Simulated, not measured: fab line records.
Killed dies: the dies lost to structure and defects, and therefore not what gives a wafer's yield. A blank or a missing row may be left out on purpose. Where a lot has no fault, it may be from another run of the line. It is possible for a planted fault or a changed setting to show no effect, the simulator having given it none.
Chamber matching    flow n5-finfet    4 sister chambers for N5_DUMMY_GATE_ALD_02 on ald-sin-03
The step deposits SiO2, target thk 2 nm, pulse time 1 s. 4 wafers are shown with their chamber, then 7 later ones without.

## EACH WAFER AND ITS CHAMBER
wafer   chamber  heater-power-w (W)
L084.2  3        427
L084.4  1        433
L085.1  2        456
L085.2  0        551

## WAFERS WITH NO CHAMBER GIVEN
wafer   heater-power-w (W)
L085.6  435
L088.2  437
L088.4  569
L088.5  549
L092.1  568
L092.2  428
L092.3  441

## WHICH CHAMBER EACH ONE RAN IN
wafer   from the rows above           in truth
L085.6  can't be placed: 1 or 3 or 2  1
L088.2  can't be placed: 1 or 3 or 2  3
L088.4  0                             0
L088.5  0                             0
L092.1  0                             0
L092.2  can't be placed: 3 or 1       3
L092.3  can't be placed: 1 or 3 or 2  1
Correctly placed: 3 of 7. Cannot be placed on the basis of these rows: 4; the candidates contain the true chamber in 4. Number placed wrongly: 0.
How it was worked out, from the rows above alone: a wafer's distance from a chamber is the root of the sum, over the readings, of the square of ((its reading less the chamber's mean) divided by the reading's scatter). The wafer belongs to the nearest chamber; if the next one is less than 2 further off, it can't be placed. The mean given for a chamber averages the wafers shown for that chamber. The scatter: with one shown wafer a chamber, the root of the mean of the squares of how far each hidden wafer lies from its nearest shown one.
